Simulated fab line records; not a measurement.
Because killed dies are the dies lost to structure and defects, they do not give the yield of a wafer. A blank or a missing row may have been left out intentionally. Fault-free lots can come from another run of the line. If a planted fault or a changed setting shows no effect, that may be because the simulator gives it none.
fab line records | flow n5Finfet | part 1 of 2: steps 1 to 4 of 6
record lots=23 | wafers=69 | lastDay=18
route steps=1938 shown PMOS_HMC_CHANNEL_EPI@68 FIN_SAQP@120
lots that met no fault: from a run of the same line without faults
startH: hours from the record's first day to the start of the lot's first wafer shown | waitH: time in hours since the lot's previous step | " same as the row above | L1.1+2: a row that stands for several wafers | - value missing, or start not given | * or withheld: withheld | < > ~ a bound
route shown NAME@n: a module of which the file shows steps, and the number in the route of the first | usual: the fault-free wafers' mean and standard deviation | same: alike in all rows | chamber/n: place in a boat | sites: the reading at each site | _std_site: the standard deviation of these | _edge_site: inner sites' mean taken away from outer sites' mean | radiusMm: for every site, how far away it sits from the centre of the wafer | mask NAME#n: copy n | behind: the tool/chamber that last shaped the wafer | hold: what put the lot on hold/how long, in hours/how the hold closed | device: which transistor (n, p or np) failed to switch | end of line: the route-end tests of the same wafers | where a step has no rows: the recipe by itself | killed: at the first sort, the dies lost to defects and structure; wafer yield is something else | map: the dies of a wafer, with x for killed, . for not killed, _ for no die there
set.NAME: the setting the step ran with; set.NAME@STEP: the setting that earlier step ran with | model.NAME: the simulator's own value behind a step, which no gauge read
route steps across a sampled set of lots; one table per step, one row per wafer
services: a tool's chamber out of use, with start hour (startH, from the record's first day; less than 0 if before it), hours out, and reason
## steps
# step N5_PMOS_HMC_CHANNEL_EPI_DESCUM_14
# recipe chemistry=O2 | timeS=7.9 | sourcePowerW=50 | biasPowerW=20 | pressureMtorr=20 | rfFrequencyHz=2.712e+07 | tempC=40 | resist=CAR-ArF-block | o2FlowSccm=225
# usual drypumpMotorCurrentA=5.8/0.45 | oesProductAu=0.74/0.045 | rfVppV=243.8/1.2 | showerheadPlenumPTorr=2.14/0.053 | throttleValvePct=20.48/0.18
lot.wafer | tool       | chamber | startH | waitH | drypumpMotorCurrentA | oesProductAu | rfHoursCounterH | rfVppV | showerheadPlenumPTorr | throttleValvePct
L074.1    | rieDiel-03 | 3       | 17.47  | 0.0   | 5.9                  | 0.72         | 168             | 244.4  | 2.17                  | 20.72
L074.2    | "          | 2       | "      | "     | 5.6                  | 0.84         | 52              | 245.0  | 2.15                  | 20.71
L074.5    | "          | 1       | "      | "     | 6.4                  | 0.70         | -               | 244.1  | 2.16                  | 20.44
L075.3    | rieDiel-06 | 1       | 23.43  | 0.0   | 5.7                  | 0.71         | 157             | 244.1  | 2.19                  | 20.28
L075.4    | "          | 0       | "      | "     | 5.7                  | 0.74         | -               | 243.8  | 2.21                  | 20.46
L075.5    | "          | 1       | "      | "     | 5.7                  | 0.72         | -               | 245.2  | 2.19                  | 20.27
L076.1    | rieDiel-05 | 2       | 29.62  | 0.0   | 6.4                  | 0.76         | 157             | 243.3  | 2.19                  | 20.30
L076.2    | "          | 1       | "      | "     | 5.1                  | 0.73         | 146             | 246.0  | 2.19                  | 20.52
L076.3    | "          | 0       | "      | "     | 5.3                  | 0.78         | 114             | 244.2  | 2.19                  | 20.11
L077.3    | rieDiel-03 | 1       | 35.53  | 0.0   | 6.4                  | 0.70         | 201             | 245.4  | 2.16                  | 20.47
L077.4    | "          | 0       | "      | "     | 5.9                  | 0.76         | 143             | 244.0  | 2.17                  | 20.36
L077.5    | "          | 3       | "      | "     | 5.9                  | 0.72         | -               | 244.2  | 2.17                  | 20.71
L078.1    | rieDiel-05 | 0       | 41.45  | 0.0   | 5.3                  | 0.79         | 118             | 244.2  | 2.19                  | 20.13
L078.3    | "          | 2       | "      | "     | 6.4                  | 0.76         | 160             | 243.6  | 2.19                  | 20.31
L078.4    | "          | 1       | "      | "     | 5.1                  | 0.74         | 148             | 243.9  | 2.19                  | 20.52
L079.2    | rieDiel-06 | 2       | 48.27  | 0.0   | 6.7                  | 0.83         | 96              | 243.0  | 2.04                  | 20.39
L079.3    | "          | 3       | "      | "     | 5.2                  | 0.78         | 166             | 241.2  | 2.01                  | 20.55
L079.4    | "          | 1       | "      | "     | 5.7                  | 0.72         | -               | 244.5  | 2.19                  | 20.29
L080.2    | rieDiel-05 | 0       | 53.19  | 0.0   | 5.3                  | 0.79         | 121             | 244.1  | 2.18                  | 20.12
L080.3    | "          | 1       | "      | "     | 5.1                  | 0.73         | 152             | 244.9  | 2.18                  | 20.52
L080.4    | "          | 2       | "      | "     | 6.4                  | 0.75         | 162             | 245.8  | 2.19                  | 20.32
L081.1    | rieDiel-06 | 3       | 59.30  | 0.3   | 5.2                  | 0.77         | 168             | 241.5  | 2.01                  | 20.58
L081.3    | "          | 1       | "      | "     | 5.7                  | 0.71         | 166             | 246.3  | 2.19                  | 20.27
L081.6    | "          | 2       | "      | "     | 6.7                  | 0.81         | -               | 241.9  | 2.04                  | 20.41
L082.1    | rieDiel-05 | 2       | 65.54  | 0.0   | 6.4                  | 0.75         | 166             | 244.7  | 2.19                  | 20.31
L082.3    | "          | 3       | "      | "     | 6.0                  | 0.68         | 193             | 244.1  | 2.08                  | 20.53
L082.4    | "          | 0       | "      | "     | 5.3                  | 0.79         | 125             | 244.9  | 2.18                  | 20.14
L083.2    | rieDiel-03 | 1       | 71.88  | 0.0   | 6.4                  | 0.70         | 212             | 245.8  | 2.15                  | 20.47
L083.3    | "          | 0       | "      | "     | 5.9                  | 0.75         | 153             | 244.3  | 2.17                  | 20.38
L083.6    | "          | 0       | "      | "     | 5.9                  | 0.74         | -               | 246.2  | 2.17                  | 20.36
L084.3    | rieDiel-05 | 0       | 77.97  | 0.0   | 5.3                  | 0.77         | 129             | 244.3  | 2.18                  | 20.16
L084.5    | "          | 1       | "      | "     | 5.1                  | 0.73         | -               | 245.1  | 2.18                  | 20.53
L084.6    | "          | 0       | "      | "     | 5.3                  | 0.78         | -               | 243.7  | 2.18                  | 20.16
L085.1    | rieDiel-05 | 0       | 84.25  | 0.1   | 5.3                  | 0.78         | 131             | 244.2  | 2.18                  | 20.16
L085.2    | "          | 3       | "      | "     | 6.0                  | 0.67         | 198             | 242.1  | 2.08                  | 20.54
L085.6    | "          | 0       | "      | "     | 5.3                  | 0.77         | -               | 244.7  | 2.18                  | 20.13
L086.3    | rieDiel-06 | 3       | 89.09  | 0.0   | 5.2                  | 0.76         | 176             | 241.7  | 2.01                  | 20.58
L086.4    | "          | 1       | "      | "     | 5.7                  | 0.71         | 175             | 243.7  | 2.19                  | 20.31
L086.5    | "          | 0       | "      | "     | 5.7                  | 0.73         | -               | 243.8  | 2.21                  | 20.50
L087.3    | rieDiel-03 | 1       | 95.91  | 0.1   | 6.4                  | 0.70         | 218             | 244.2  | 2.15                  | 20.48
L087.4    | "          | 3       | "      | "     | 5.9                  | 0.70         | 192             | 243.8  | 2.16                  | 20.75
L087.5    | "          | 1       | "      | "     | 6.4                  | 0.70         | -               | 243.4  | 2.15                  | 20.48
L088.1    | rieDiel-06 | 1       | 101.64 | 0.0   | 5.7                  | 0.72         | 179             | 244.2  | 2.19                  | 20.30
L088.2    | "          | 0       | "      | "     | 5.7                  | 0.72         | 176             | 244.1  | 2.20                  | 20.51
L088.5    | "          | 2       | "      | "     | 6.7                  | 0.81         | -               | 242.5  | 2.03                  | 20.44
L089.2    | rieDiel-03 | 0       | 107.73 | 0.2   | 5.9                  | 0.73         | 162             | 243.3  | 2.16                  | 20.38
L089.5    | "          | 0       | "      | "     | 5.9                  | 0.73         | -               | 245.3  | 2.16                  | 20.38
L089.6    | "          | 3       | "      | "     | 5.9                  | 0.70         | -               | 243.5  | 2.16                  | 20.76
L090.4    | rieDiel-05 | 0       | 114.33 | 0.3   | 5.3                  | 0.77         | 139             | 245.0  | 2.18                  | 20.17
L090.5    | "          | 1       | "      | "     | 5.1                  | 0.72         | -               | 245.8  | 2.18                  | 20.56
L090.6    | "          | 0       | "      | "     | 5.3                  | 0.76         | -               | 244.6  | 2.18                  | 20.14
L091.1    | rieDiel-03 | 2       | 119.24 | 0.0   | 5.6                  | 0.79         | 84              | 242.9  | 2.14                  | 20.75
L091.3    | "          | 1       | "      | "     | 6.4                  | 0.69         | 227             | 244.1  | 2.15                  | 20.50
L091.6    | "          | 1       | "      | "     | 6.4                  | 0.67         | -               | 245.2  | 2.15                  | 20.50
L092.1    | rieDiel-03 | 0       | 125.31 | 0.0   | 5.9                  | 0.73         | 168             | 243.8  | 2.16                  | 20.39
L092.2    | "          | 1       | "      | "     | 6.4                  | 0.68         | 229             | 244.6  | 2.15                  | 20.50
L092.5    | "          | 0       | "      | "     | 5.9                  | 0.73         | -               | 244.4  | 2.16                  | 20.39
L093.1    | rieDiel-03 | 0       | 131.24 | 0.0   | 5.9                  | 0.73         | 170             | 245.4  | 2.16                  | 20.40
L093.4    | "          | 0       | "      | "     | 5.9                  | 0.73         | -               | 245.2  | 2.16                  | 20.39
L093.5    | "          | 3       | "      | "     | 5.9                  | 0.70         | -               | 244.2  | 2.16                  | 20.76
L095.4    | rieDiel-05 | 3       | 144.45 | 0.1   | 6.0                  | 0.66         | 214             | 242.2  | 2.07                  | 20.54
L095.5    | "          | 2       | "      | "     | 6.3                  | 0.74         | -               | 244.3  | 2.18                  | 20.36
L095.6    | "          | 3       | "      | "     | 6.0                  | 0.66         | -               | 242.4  | 2.07                  | 20.55
L096.1    | rieDiel-03 | 3       | 149.40 | 0.0   | 5.9                  | 0.68         | 211             | 244.4  | 2.15                  | 20.78
L096.3    | "          | 2       | "      | "     | 5.6                  | 0.78         | 95              | 241.3  | 2.14                  | 20.78
L096.5    | "          | 3       | "      | "     | 5.9                  | 0.68         | -               | 243.6  | 2.15                  | 20.78
L097.2    | rieDiel-05 | 0       | 155.50 | 0.0   | 5.3                  | 0.76         | 149             | 245.4  | 2.17                  | 20.17
L097.4    | "          | 3       | "      | "     | 6.0                  | 0.66         | 217             | 243.9  | 2.07                  | 20.56
L097.5    | "          | 1       | "      | "     | 5.1                  | 0.71         | -               | 243.1  | 2.17                  | 20.58
# step N5_PMOS_HMC_CHANNEL_EPI_STRIP_33
# recipe chemistry=N2/H2 | powerW=500 | tempC=40 | pressureMtorr=50 | rfFrequencyHz=6e+07 | overashFraction=0.3 | biasPowerW=8 | h2Frac=0.5 | n2FlowSccm=300 | h2FlowSccm=300
# usual drypumpMotorCurrentA=5.9/0.45 | oesProductAu=0.74/0.047 | rfVppV=54.3/1.7 | showerheadPlenumPTorr=3.44/0.092 | throttleValvePct=19.3/0.47
lot.wafer | tool       | chamber | startH | waitH | drypumpMotorCurrentA | oesProductAu | rfHoursCounterH | rfVppV | showerheadPlenumPTorr | throttleValvePct
L074.1    | rieDiel-03 | 3       | 17.60  | 0.0   | 5.9                  | 0.72         | 168             | 56.2   | 3.52                  | 20.1
L074.2    | "          | 2       | "      | "     | 5.6                  | 0.84         | 52              | 54.9   | 3.43                  | 19.2
L074.5    | "          | 1       | "      | "     | 6.4                  | 0.70         | -               | 53.9   | 3.51                  | 19.4
L075.3    | rieDiel-06 | 1       | 23.56  | 0.0   | 5.7                  | 0.71         | 157             | 54.7   | 3.48                  | 18.6
L075.4    | "          | 0       | "      | "     | 5.7                  | 0.72         | -               | 55.1   | 3.49                  | 19.0
L075.5    | "          | 1       | "      | "     | 5.7                  | 0.72         | -               | 54.4   | 3.48                  | 18.6
L076.1    | rieDiel-05 | 2       | 29.75  | 0.0   | 6.4                  | 0.76         | 157             | 55.7   | 3.51                  | 19.4
L076.2    | "          | 1       | "      | "     | 5.1                  | 0.73         | 146             | 55.2   | 3.53                  | 19.3
L076.3    | "          | 0       | "      | "     | 5.3                  | 0.79         | 114             | 55.0   | 3.50                  | 18.4
L077.3    | rieDiel-03 | 1       | 35.67  | 0.0   | 6.4                  | 0.71         | 201             | 54.2   | 3.50                  | 19.4
L077.4    | "          | 0       | "      | "     | 5.9                  | 0.76         | 143             | 54.5   | 3.52                  | 19.3
L077.5    | "          | 3       | "      | "     | 5.9                  | 0.70         | -               | 52.4   | 3.52                  | 20.1
L078.1    | rieDiel-05 | 0       | 41.58  | 0.0   | 5.3                  | 0.79         | 118             | 55.4   | 3.50                  | 18.5
L078.3    | "          | 2       | "      | "     | 6.3                  | 0.74         | 160             | 54.0   | 3.51                  | 19.4
L078.4    | "          | 1       | "      | "     | 5.1                  | 0.73         | 148             | 54.0   | 3.52                  | 19.3
L079.2    | rieDiel-06 | 2       | 48.40  | 0.0   | 6.7                  | 0.82         | 96              | 56.3   | 3.26                  | 19.2
L079.3    | "          | 3       | "      | "     | 5.2                  | 0.78         | 166             | 52.4   | 3.20                  | 18.5
L079.4    | "          | 1       | "      | "     | 5.7                  | 0.72         | -               | 51.9   | 3.47                  | 18.6
L080.2    | rieDiel-05 | 0       | 53.32  | 0.0   | 5.4                  | 0.79         | 121             | 49.7   | 3.50                  | 18.5
L080.3    | "          | 1       | "      | "     | 5.1                  | 0.75         | 152             | 54.5   | 3.52                  | 19.4
L080.4    | "          | 2       | "      | "     | 6.4                  | 0.76         | 162             | 53.4   | 3.51                  | 19.4
L081.1    | rieDiel-06 | 3       | 59.43  | 0.0   | 5.1                  | 0.78         | 168             | 58.2   | 3.20                  | 18.5
L081.3    | "          | 1       | "      | "     | 5.7                  | 0.72         | 167             | 53.4   | 3.47                  | 18.6
L081.6    | "          | 2       | "      | "     | 6.7                  | 0.82         | -               | 53.4   | 3.26                  | 19.2
L082.1    | rieDiel-05 | 2       | 65.68  | 0.0   | 6.4                  | 0.75         | 166             | 55.2   | 3.51                  | 19.4
L082.3    | "          | 3       | "      | "     | 6.1                  | 0.68         | 193             | 55.8   | 3.34                  | 19.4
L082.4    | "          | 0       | "      | "     | 5.4                  | 0.77         | 125             | 55.0   | 3.50                  | 18.5
L083.2    | rieDiel-03 | 1       | 72.01  | 0.0   | 6.4                  | 0.69         | 212             | 53.3   | 3.50                  | 19.4
L083.3    | "          | 0       | "      | "     | 5.9                  | 0.75         | 153             | 56.8   | 3.51                  | 19.3
L083.6    | "          | 0       | "      | "     | 5.9                  | 0.73         | -               | 52.3   | 3.51                  | 19.3
L084.3    | rieDiel-05 | 0       | 78.11  | 0.0   | 5.3                  | 0.78         | 130             | 53.0   | 3.49                  | 18.5
L084.5    | "          | 1       | "      | "     | 5.1                  | 0.73         | -               | 55.0   | 3.52                  | 19.4
L084.6    | "          | 0       | "      | "     | 5.3                  | 0.79         | -               | 52.8   | 3.49                  | 18.5
L085.1    | rieDiel-05 | 0       | 84.39  | 0.0   | 5.3                  | 0.77         | 131             | 55.7   | 3.49                  | 18.5
L085.2    | "          | 3       | "      | "     | 6.1                  | 0.67         | 198             | 52.6   | 3.34                  | 19.4
L085.6    | "          | 0       | "      | "     | 5.3                  | 0.76         | -               | 51.1   | 3.49                  | 18.5
L086.3    | rieDiel-06 | 3       | 89.22  | 0.0   | 5.2                  | 0.76         | 176             | 52.4   | 3.20                  | 18.5
L086.4    | "          | 1       | "      | "     | 5.7                  | 0.71         | 175             | 53.8   | 3.47                  | 18.6
L086.5    | "          | 0       | "      | "     | 5.7                  | 0.72         | -               | 52.8   | 3.48                  | 19.0
L087.3    | rieDiel-03 | 1       | 96.04  | 0.0   | 6.4                  | 0.69         | 218             | 54.0   | 3.49                  | 19.4
L087.4    | "          | 3       | "      | "     | 5.9                  | 0.70         | 192             | 52.9   | 3.51                  | 20.1
L087.5    | "          | 1       | "      | "     | 6.4                  | 0.69         | -               | 53.2   | 3.49                  | 19.4
L088.1    | rieDiel-06 | 1       | 101.77 | 0.0   | 5.7                  | 0.72         | 179             | 57.7   | 3.47                  | 18.6
L088.2    | "          | 0       | "      | "     | 5.8                  | 0.72         | 176             | 53.8   | 3.48                  | 19.0
L088.5    | "          | 2       | "      | "     | 6.7                  | 0.82         | -               | 54.0   | 3.25                  | 19.2
L089.2    | rieDiel-03 | 0       | 107.87 | 0.0   | 5.9                  | 0.74         | 162             | 57.9   | 3.51                  | 19.3
L089.5    | "          | 0       | "      | "     | 5.9                  | 0.74         | -               | 53.1   | 3.51                  | 19.3
L089.6    | "          | 3       | "      | "     | 5.9                  | 0.70         | -               | 54.7   | 3.50                  | 20.1
L090.4    | rieDiel-05 | 0       | 114.46 | 0.0   | 5.4                  | 0.77         | 139             | 55.7   | 3.49                  | 18.5
L090.5    | "          | 1       | "      | "     | 5.1                  | 0.71         | -               | 55.7   | 3.51                  | 19.4
L090.6    | "          | 0       | "      | "     | 5.3                  | 0.77         | -               | 52.8   | 3.49                  | 18.5
L091.1    | rieDiel-03 | 2       | 119.37 | 0.0   | 5.7                  | 0.81         | 84              | 56.5   | 3.41                  | 19.3
L091.3    | "          | 1       | "      | "     | 6.4                  | 0.68         | 227             | 54.3   | 3.49                  | 19.5
L091.6    | "          | 1       | "      | "     | 6.5                  | 0.69         | -               | 53.7   | 3.49                  | 19.4
L092.1    | rieDiel-03 | 0       | 125.44 | 0.0   | 5.9                  | 0.72         | 168             | 58.8   | 3.50                  | 19.3
L092.2    | "          | 1       | "      | "     | 6.4                  | 0.67         | 229             | 49.9   | 3.49                  | 19.4
L092.5    | "          | 0       | "      | "     | 5.9                  | 0.73         | -               | 52.3   | 3.51                  | 19.3
L093.1    | rieDiel-03 | 0       | 131.37 | 0.0   | 5.9                  | 0.71         | 170             | 53.1   | 3.51                  | 19.3
L093.4    | "          | 0       | "      | "     | 5.9                  | 0.73         | -               | 54.3   | 3.51                  | 19.3
L093.5    | "          | 3       | "      | "     | 5.9                  | 0.69         | -               | 56.3   | 3.50                  | 20.2
L095.4    | rieDiel-05 | 3       | 144.58 | 0.0   | 6.1                  | 0.67         | 214             | 53.5   | 3.33                  | 19.4
L095.5    | "          | 2       | "      | "     | 6.4                  | 0.73         | -               | 54.4   | 3.49                  | 19.5
L095.6    | "          | 3       | "      | "     | 6.0                  | 0.69         | -               | 55.4   | 3.33                  | 19.4
L096.1    | rieDiel-03 | 3       | 149.53 | 0.0   | 5.9                  | 0.69         | 211             | 58.1   | 3.50                  | 20.2
L096.3    | "          | 2       | "      | "     | 5.6                  | 0.79         | 95              | 56.4   | 3.41                  | 19.4
L096.5    | "          | 3       | "      | "     | 5.9                  | 0.69         | -               | 57.7   | 3.49                  | 20.2
L097.2    | rieDiel-05 | 0       | 155.63 | 0.0   | 5.3                  | 0.76         | 149             | 58.1   | 3.48                  | 18.5
L097.4    | "          | 3       | "      | "     | 6.1                  | 0.66         | 217             | 53.3   | 3.33                  | 19.4
L097.5    | "          | 1       | "      | "     | 5.1                  | 0.70         | -               | 51.8   | 3.51                  | 19.4
# step N5_PMOS_HMC_CHANNEL_EPI_ETCH_38
# recipe chemistry=CF4 | target=SiO2 | targetDepthA=15 | ionEnergyEv=350 | pressureMtorr=10 | icpW=800 | biasW=400 | cf4FlowSccm=80
# usual drypumpMotorCurrentA=5.6/0.44 | oesProductAu=1.010/0.028 | throttleValvePct=21.89/0.23
lot.wafer | tool     | chamber | startH | waitH | drypumpMotorCurrentA | oesProductAu | rfHoursCounterH | throttleValvePct
L074.1    | rieSi-05 | 3       | 17.90  | 0.0   | 6.3                  | 0.980        | 128             | 21.69
L074.2    | "        | 2       | "      | "     | 5.0                  | 0.992        | 43              | 22.06
L074.5    | "        | 1       | "      | "     | 5.8                  | 1.035        | -               | 22.08
L075.3    | rieSi-05 | 3       | 23.87  | 0.0   | 6.3                  | 0.985        | 128             | 21.67
L075.4    | "        | 0       | "      | "     | 5.5                  | 1.028        | 15              | 21.72
L075.5    | "        | 0       | "      | "     | 5.5                  | 1.022        | -               | 21.73
L076.1    | rieSi-05 | 1       | 30.06  | 0.0   | 5.7                  | 1.044        | 2               | 22.08
L076.2    | "        | 2       | "      | "     | 5.0                  | 0.995        | 43              | 22.03
L076.3    | "        | 0       | "      | "     | 5.5                  | 1.016        | 16              | 21.74
L077.3    | rieSi-05 | 2       | 35.97  | 0.0   | 5.0                  | 0.991        | 44              | 22.06
L077.4    | "        | 0       | "      | "     | 5.5                  | 1.012        | -               | 21.73
L077.5    | "        | 2       | "      | "     | 5.0                  | 0.992        | -               | 22.04
L078.1    | rieSi-06 | 2       | 41.89  | 0.0   | 5.4                  | 0.983        | 97              | 22.41
L078.3    | "        | 1       | "      | "     | 5.2                  | 1.041        | 8               | 21.41
L078.4    | "        | 3       | "      | "     | 5.6                  | 1.020        | 192             | 21.87
L079.2    | rieSi-03 | 2       | 48.71  | 0.0   | 5.1                  | 0.963        | 93              | 21.47
L079.3    | "        | 0       | "      | "     | 5.8                  | 1.062        | 156             | 22.13
L079.4    | "        | 1       | "      | "     | 5.8                  | 1.001        | 32              | 22.27
L080.2    | rieSi-05 | 1       | 53.63  | 0.0   | 5.7                  | 1.043        | 3               | 22.06
L080.3    | "        | 0       | "      | "     | 5.5                  | 1.024        | 16              | 21.73
L080.4    | "        | 2       | "      | "     | 5.0                  | 0.987        | 44              | 22.04
L081.1    | rieSi-06 | 1       | 59.73  | 0.0   | 5.1                  | 1.037        | 8               | 21.42
L081.3    | "        | 3       | "      | "     | 5.6                  | 1.024        | 193             | 21.88
L081.6    | "        | 0       | "      | "     | 5.6                  | 1.023        | -               | 21.84
L082.1    | rieSi-03 | 3       | 65.98  | 0.0   | 6.7                  | 0.971        | 39              | 21.89
L082.3    | "        | 0       | "      | "     | 5.8                  | 1.076        | 156             | 22.14
L082.4    | "        | 1       | "      | "     | 5.8                  | 0.994        | 33              | 22.29
L083.2    | rieSi-05 | 2       | 72.33  | 0.0   | 5.0                  | 0.997        | 44              | 22.05
L083.3    | "        | 0       | "      | "     | 5.5                  | 1.007        | 17              | 21.72
L083.6    | "        | 2       | "      | "     | 5.0                  | 0.986        | -               | 22.06
L084.3    | rieSi-05 | 2       | 78.43  | 0.0   | 4.9                  | 0.972        | 44              | 22.06
L084.5    | "        | 1       | "      | "     | 5.7                  | 1.037        | -               | 22.05
L084.6    | "        | 0       | "      | "     | 5.5                  | 1.013        | -               | 21.73
L085.1    | rieSi-05 | 1       | 84.69  | 0.0   | 5.7                  | 1.053        | 3               | 22.07
L085.2    | "        | 2       | "      | "     | 5.0                  | 0.981        | 44              | 22.06
L085.6    | "        | 1       | "      | "     | 5.7                  | 1.039        | -               | 22.07
L086.3    | rieSi-05 | 0       | 89.73  | 0.0   | 5.5                  | 1.014        | 17              | 21.72
L086.4    | "        | 3       | "      | "     | 6.3                  | 0.986        | 129             | 21.68
L086.5    | "        | 1       | "      | "     | 5.7                  | 1.046        | -               | 22.06
L087.3    | rieSi-05 | 3       | 96.55  | 0.0   | 6.3                  | 0.998        | 129             | 21.68
L087.4    | "        | 1       | "      | "     | 5.7                  | 1.046        | 4               | 22.05
L087.5    | "        | 3       | "      | "     | 6.3                  | 0.994        | -               | 21.69
L088.1    | rieSi-06 | 0       | 102.07 | 0.0   | 5.6                  | 1.009        | 8               | 21.83
L088.2    | "        | 2       | "      | "     | 5.4                  | 0.976        | 98              | 22.42
L088.5    | "        | 3       | "      | "     | 5.6                  | 1.003        | -               | 21.86
L089.2    | rieSi-05 | 3       | 108.17 | 0.0   | 6.3                  | 0.986        | 130             | 21.67
L089.5    | "        | 0       | "      | "     | 5.5                  | 1.028        | -               | 21.73
L089.6    | "        | 3       | "      | "     | 6.3                  | 0.981        | -               | 21.70
L090.4    | rieSi-05 | 2       | 114.76 | 0.0   | 5.0                  | 0.985        | 45              | 22.03
L090.5    | "        | 2       | "      | "     | 5.0                  | 0.976        | -               | 22.06
L090.6    | "        | 1       | "      | "     | 5.8                  | 1.039        | -               | 22.07
L091.1    | rieSi-06 | 0       | 119.68 | 0.0   | 5.7                  | 1.021        | 9               | 21.85
L091.3    | "        | 1       | "      | "     | 5.1                  | 1.022        | 9               | 21.42
L091.6    | "        | 0       | "      | "     | 5.6                  | 1.016        | -               | 21.85
L092.1    | rieSi-05 | 2       | 125.95 | 0.0   | 5.0                  | 0.987        | 45              | 22.05
L092.2    | "        | 0       | "      | "     | 5.5                  | 1.029        | 18              | 21.73
L092.5    | "        | 3       | "      | "     | 6.3                  | 0.992        | -               | 21.67
L093.1    | rieSi-05 | 2       | 131.68 | 0.0   | 5.0                  | 0.973        | 45              | 22.03
L093.4    | "        | 3       | "      | "     | 6.3                  | 0.981        | 130             | 21.66
L093.5    | "        | 1       | "      | "     | 5.7                  | 1.043        | -               | 22.07
L095.4    | rieSi-05 | 1       | 144.89 | 0.0   | 5.8                  | 1.052        | 4               | 22.07
L095.5    | "        | 0       | "      | "     | 5.5                  | 1.027        | -               | 21.73
L095.6    | "        | 3       | "      | "     | 6.3                  | 0.984        | -               | 21.68
L096.1    | rieSi-03 | 0       | 149.84 | 0.0   | 5.8                  | 1.062        | 157             | 22.13
L096.3    | "        | 3       | "      | "     | 6.7                  | 0.977        | 41              | 21.88
L096.5    | "        | 2       | "      | "     | 5.2                  | 0.947        | -               | 21.45
L097.2    | rieSi-05 | 0       | 155.93 | 0.0   | 5.5                  | 1.022        | 18              | 21.73
L097.4    | "        | 3       | "      | "     | 6.3                  | 0.979        | 130             | 21.68
L097.5    | "        | 1       | "      | "     | 5.7                  | 1.047        | -               | 22.06
# step N5_PMOS_HMC_CHANNEL_EPI_CMP_21
# recipe material=SiGe30 | postCmpClean=alkalineBrush | targetThkNm=54
# usual motorCurrentA=11.5/1.1 | slurryFilterDpKPa=13.49/0.14
lot.wafer | tool   | chamber | startH | waitH | motorCurrentA | slurryFilterDpKPa
L074.1    | cmp-03 | 3       | 19.43  | 0.0   | 10.0          | 13.63
L074.2    | "      | 0       | "      | "     | 12.0          | 13.55
L074.5    | "      | 3       | "      | "     | 10.1          | 13.53
L075.3    | cmp-03 | 2       | 25.40  | 0.0   | 10.6          | 13.42
L075.4    | "      | 0       | "      | "     | 11.2          | 13.50
L075.5    | "      | 2       | "      | "     | 11.7          | 13.59
L076.1    | cmp-04 | 0       | 31.98  | 0.0   | 11.0          | 13.53
L076.2    | "      | 2       | "      | "     | 11.1          | 13.64
L076.3    | "      | 3       | "      | "     | 11.0          | 13.43
L077.3    | cmp-03 | 0       | 37.50  | 0.0   | 11.3          | 13.33
L077.4    | "      | 2       | "      | "     | 11.9          | 13.66
L077.5    | "      | 0       | "      | "     | 11.7          | 13.36
L078.3    | cmp-03 | 3       | 43.42  | 0.0   | 10.1          | 13.51
L078.1    | "      | 0       | "      | "     | 11.1          | 13.55
L078.4    | "      | 2       | "      | "     | 11.7          | 13.82
L079.2    | cmp-03 | 1       | 50.23  | 0.0   | 12.9          | 13.52
L079.4    | "      | 3       | "      | "     | 10.0          | 13.75
L079.3    | "      | 0       | "      | "     | 11.4          | 13.41
L080.2    | cmp-03 | 3       | 55.15  | 0.0   | 9.8           | 13.36
L080.3    | "      | 1       | "      | "     | 13.5          | 13.62
L080.4    | "      | 2       | "      | "     | 12.1          | 13.44
L081.1    | cmp-02 | 0       | 61.30  | 0.1   | 12.4          | 13.37
L081.3    | "      | 1       | "      | "     | 12.8          | 13.44
L081.6    | "      | 0       | "      | "     | 13.2          | 13.44
L082.1    | cmp-02 | 2       | 68.05  | 0.1   | 10.3          | 13.30
L082.4    | "      | 3       | "      | "     | 12.3          | 13.55
L082.3    | "      | 0       | "      | "     | 12.1          | 13.27
L083.3    | cmp-04 | 1       | 73.87  | 0.0   | 11.3          | 13.42
L083.2    | "      | 2       | "      | "     | 11.2          | 13.52
L083.6    | "      | 1       | "      | "     | 11.6          | 13.53
L084.3    | cmp-03 | 0       | 80.04  | 0.1   | 11.2          | 13.37
L084.6    | "      | 3       | "      | "     | 10.0          | 13.67
L084.5    | "      | 0       | "      | "     | 11.2          | 13.62
L085.1    | cmp-03 | 2       | 86.35  | 0.0   | 12.1          | 13.56
L085.2    | "      | 1       | "      | "     | 12.5          | 13.59
L085.6    | "      | 2       | "      | "     | 11.8          | 13.34
L086.3    | cmp-02 | 2       | 91.70  | 0.1   | 9.7           | 13.50
L086.4    | "      | 3       | "      | "     | 11.9          | 13.49
L086.5    | "      | 1       | "      | "     | 13.0          | 13.55
L087.4    | cmp-03 | 2       | 98.12  | 0.0   | 12.8          | 13.53
L087.3    | "      | 1       | "      | "     | 13.6          | 13.42
L087.5    | "      | 2       | "      | "     | 11.8          | 13.64
L088.2    | cmp-03 | 2       | 103.73 | 0.0   | 11.9          | 13.53
L088.1    | "      | 1       | "      | "     | 13.2          | 13.24
L088.5    | "      | 2       | "      | "     | 12.3          | 13.43
L089.2    | cmp-04 | 3       | 110.67 | 0.1   | 11.1          | 13.35
L089.6    | "      | 2       | "      | "     | 11.0          | 13.52
L089.5    | "      | 3       | "      | "     | 11.3          | 13.23
L090.4    | cmp-03 | 3       | 116.40 | 0.1   | 9.4           | 13.33
L090.5    | "      | 0       | "      | "     | 11.9          | 13.54
L090.6    | "      | 1       | "      | "     | 12.8          | 13.39
L091.3    | cmp-04 | 1       | 121.20 | 0.0   | 11.7          | 13.62
L091.1    | "      | 2       | "      | "     | 10.8          | 13.30
L091.6    | "      | 2       | "      | "     | 10.7          | 13.30
L092.2    | cmp-03 | 0       | 129.20 | 0.0   | 11.8          | 13.65
L092.1    | "      | 1       | "      | "     | 12.4          | 13.45
L092.5    | "      | 1       | "      | "     | 13.1          | 13.43
L093.1    | cmp-03 | 2       | 133.34 | 0.0   | 11.9          | 13.48
L093.4    | "      | 3       | "      | "     | 10.3          | 13.66
L093.5    | "      | 3       | "      | "     | 10.1          | 13.46
L095.4    | cmp-02 | 2       | 146.42 | 0.0   | 9.6           | 13.35
L095.5    | "      | 2       | "      | "     | 9.6           | 13.55
L095.6    | "      | 3       | "      | "     | 12.3          | 13.50
L096.1    | cmp-03 | 3       | 151.85 | 0.1   | 10.5          | 13.31
L096.3    | "      | 0       | "      | "     | 11.4          | 13.64
L096.5    | "      | 1       | "      | "     | 12.9          | 13.61
L097.4    | cmp-04 | 1       | 157.50 | 0.1   | 11.3          | 13.24
L097.2    | "      | 3       | "      | "     | 11.2          | 13.27
L097.5    | "      | 1       | "      | "     | 11.1          | 13.35
